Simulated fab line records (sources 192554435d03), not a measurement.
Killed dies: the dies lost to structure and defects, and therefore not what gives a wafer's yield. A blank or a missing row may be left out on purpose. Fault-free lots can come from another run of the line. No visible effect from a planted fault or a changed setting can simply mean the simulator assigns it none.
Matching of chambers :: flow n5 finfet :: 4 sister chambers for N5_MOL_CONTACT_COAG_ALD_123 on ald sin-03
The step deposits SiNx, target thk 5 nm, pulse time 1 s, purge time 2 s. 7 wafers are shown with their chamber, then 7 later ones without.

WAFERS PAIRED WITH THEIR CHAMBERS
wafer: L803.2
chamber: 2
heater power w (W): 897
precursor pulse height rel: 0.992

wafer: L803.5
chamber: 3
heater power w (W): 881
precursor pulse height rel: 1.004

wafer: L810.1
chamber: 1
heater power w (W): 868
precursor pulse height rel: 0.967

wafer: L810.2
chamber: 0
heater power w (W): 876
precursor pulse height rel: 0.987

wafer: L810.6
chamber: 1
heater power w (W): 898
precursor pulse height rel: 1.020

wafer: L814.1
chamber: 2
heater power w (W): 916
precursor pulse height rel: 0.981

wafer: L814.2
chamber: 0
heater power w (W): 872
precursor pulse height rel: 0.992

WAFERS WITHOUT THEIR CHAMBER
wafer: L814.5
heater power w (W): 877
precursor pulse height rel: 0.992

wafer: L816.1
heater power w (W): 883
precursor pulse height rel: 1.024

wafer: L816.4
heater power w (W): 885
precursor pulse height rel: 0.992

wafer: L816.5
heater power w (W): 929
precursor pulse height rel: 0.983

wafer: L817.1
heater power w (W): 892
precursor pulse height rel: 1.014

wafer: L817.4
heater power w (W): 955
precursor pulse height rel: 1.003

wafer: L817.6
heater power w (W): 890
precursor pulse height rel: 0.996

CHAMBER TAKEN BY EACH
wafer: L814.5
from the rows above: can't be placed: 0 or 1 or 3 or 2
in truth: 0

wafer: L816.1
from the rows above: can't be placed: 3 or 1 or 0 or 2
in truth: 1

wafer: L816.4
from the rows above: can't be placed: 1 or 3 or 0 or 2
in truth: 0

wafer: L816.5
from the rows above: can't be placed: 2 or 1 or 3
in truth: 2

wafer: L817.1
from the rows above: can't be placed: 3 or 1 or 2 or 0
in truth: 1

wafer: L817.4
from the rows above: can't be placed: 2 or 1 or 3
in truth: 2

wafer: L817.6
from the rows above: can't be placed: 1 or 3 or 0 or 2
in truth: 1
Placed correctly: 0 of 7. From these rows, 7 cannot be placed; in 7 the true chamber is one of the candidates. 0 placed wrongly.
How it was worked out, from the rows above alone: a wafer's distance from a chamber is the root of the sum, over the readings, of the square of ((its reading less the chamber's mean) divided by the reading's scatter). The wafer belongs to the nearest chamber; if the next one is less than 2 further off, it can't be placed. The mean given for a chamber averages the wafers shown for that chamber. The scatter: take each reading less its chamber's mean, square it, sum over the shown wafers, divide by the number of wafers less the number of chambers, and take the root.
